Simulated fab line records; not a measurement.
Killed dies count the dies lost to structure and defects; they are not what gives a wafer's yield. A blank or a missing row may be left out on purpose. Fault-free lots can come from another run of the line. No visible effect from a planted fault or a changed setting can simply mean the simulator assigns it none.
Struck lot and sound lot, side by side | flow nand harc | 15 steps out of a route of 1302
Sound: these wafers, L121.2, L121.3, L121.4. Wafers L132.1, L132.2, L132.4 were the ones struck. The cause is given at the end.
Each step with rows lists, per side, the tool, then ch with its chambers, then its first start. Under that, the readings that differ: sound wafers | struck wafers | difference of the means | sigmas: that difference in standard deviations of wafers without a fault.
alike: same words and numbers on both sides, and readings whose means sit less than 2 such deviations apart. not compared: any withheld reading, any reading some wafer has no value for, any bound like >300 that may hide the same value, and any number with overlapping values for which the record gives no deviation.
Wherever a step has rows on one side only, a row that says differs or no value, or a row with sigmas, the two part there. Non-overlapping numbers with no deviation appear without sigmas and do not part them. Lack of a reading on every wafer of one side parts them only where that side has two or more wafers.

first, 8 steps without rows for these wafers: NHARC_A_M0_HMDS_02 (time 30 s); NHARC_A_M0_COAT_33 (time 65 s); NHARC_A_M0_COAT_03 (resist thk 90 nm); NHARC_A_M0_SOFTBAKE_04 (time 55 s); NHARC_A_M0_EBR_05; NHARC_A_M0_EXPOSE_06 (exposes mask A M0, target cd 80 nm); NHARC_A_M0_PEB_07 (peb time 65 s); NHARC_A_M0_DEVELOP_08 (develop time 35 s).
NHARC_A_M0_CD_MEAS_09: target cd 80 nm.
  sound on cd sem-01 ch 0, day 27 11:53; struck on cd sem-01 ch 0, day 31 23:07
  alike: cd nm
NHARC_A_M0_OVL_MEAS_10: pitch 160 nm.
  struck on overlay-01, day 31 23:12; sound on overlay-01, day 27 11:58
  alike: overlay x nm, overlay y nm
NHARC_A_M0_INSPECT_11:
  struck on defect inspect-02, day 31 23:14; sound on defect inspect-02, day 27 12:00
  alike: raw defect count
NHARC_A_M0_DESCUM_14: chemistry O2, time 3 s.
  sound on rie diel-08 ch 0,2,3, day 27 12:04; struck on rie diel-09 ch 0,1,2, day 31 23:18
  reading                | sound       | struck      | difference | sigmas
  rf hours counter h (h) | 5.5 6.4 6.1 | 3.3 3.4 3.0 | -2.8       |
  alike: chamber pressure mTorr, drypump motor current A, mfc ar sccm, oes product au, rf vpp V, showerhead plenum p Torr, throttle valve pct
NHARC_A_M0_ETCH_34: etches the open film in N2/H2, target depth 40 nm, overetch 12 nm, time 43.94 s.
  sound on rie diel-08 ch 0,2,3, day 27 12:09; struck on rie diel-09 ch 0,1,2, day 31 23:23
  no value came back on the struck wafers for any of 11 readings (bias w (W), chamber pressure mTorr (mTorr) and others); on the sound wafers bias w (W) reads 150.0 149.0 150.1
NHARC_A_M0_ETCH_15: etches the open film in C4F8/Ar, target depth 150 nm, overetch 15 nm, time 82.5 s.
  sound on rie diel-08 ch 1,2,3; struck on rie diel-09 ch 0,1,3, day 31 23:28
  reading                        | sound                | struck               | difference | sigmas
  chamber pressure mTorr (mTorr) | 24.994 24.938 24.957 | 25.030 25.019 25.011 | +0.057     | +2
  rf fwd power W (W)             | 595.7 590.5 592.6    | 599.1 597.3 596.4    | +4.7       | +2
  rf hours counter h (h)         | 6.5 6.4 5.5          | 3.1 3.3 3.4          | -2.9       |
  alike: bias w, oes product au, rf vpp V
NHARC_END_SORT_01:
  sound on prober-01 ch 0, day 29 03:14; struck on prober-01 ch 0, day 33 18:03
  reading                  | sound       | struck         | difference | sigmas
  defect limited yield (%) | 94 94 92    | 0 0 0          | -93        | -30
  killed at array          | 38 40 50    | 675 676 673    | +632       | +30
  killed dies              | 39 41 54    | 677 677 677    | +632       | +30
  sort_bin_2_pct (%)       | 1.2 1.9 3.0 | 93.5 93.9 95.9 | +92.4      | +66
  sort n pass              | 638 636 623 | 0 0 0          | -632       | -30
  sort rim yield pct (%)   | 94 100 94   | 0 0 0          | -96        | -24
  sort yield pct (%)       | 94 94 92    | 0 0 0          | -93        | -30
  alike: killed at other, killed at periphery, killed open, killed short, sort_bin_3_pct, sort_bin_4_pct

WHERE THEY PART
Earliest at NHARC_A_M0_ETCH_34; latest, in this record, at NHARC_END_SORT_01.

WHY: whatever the simulator had introduced
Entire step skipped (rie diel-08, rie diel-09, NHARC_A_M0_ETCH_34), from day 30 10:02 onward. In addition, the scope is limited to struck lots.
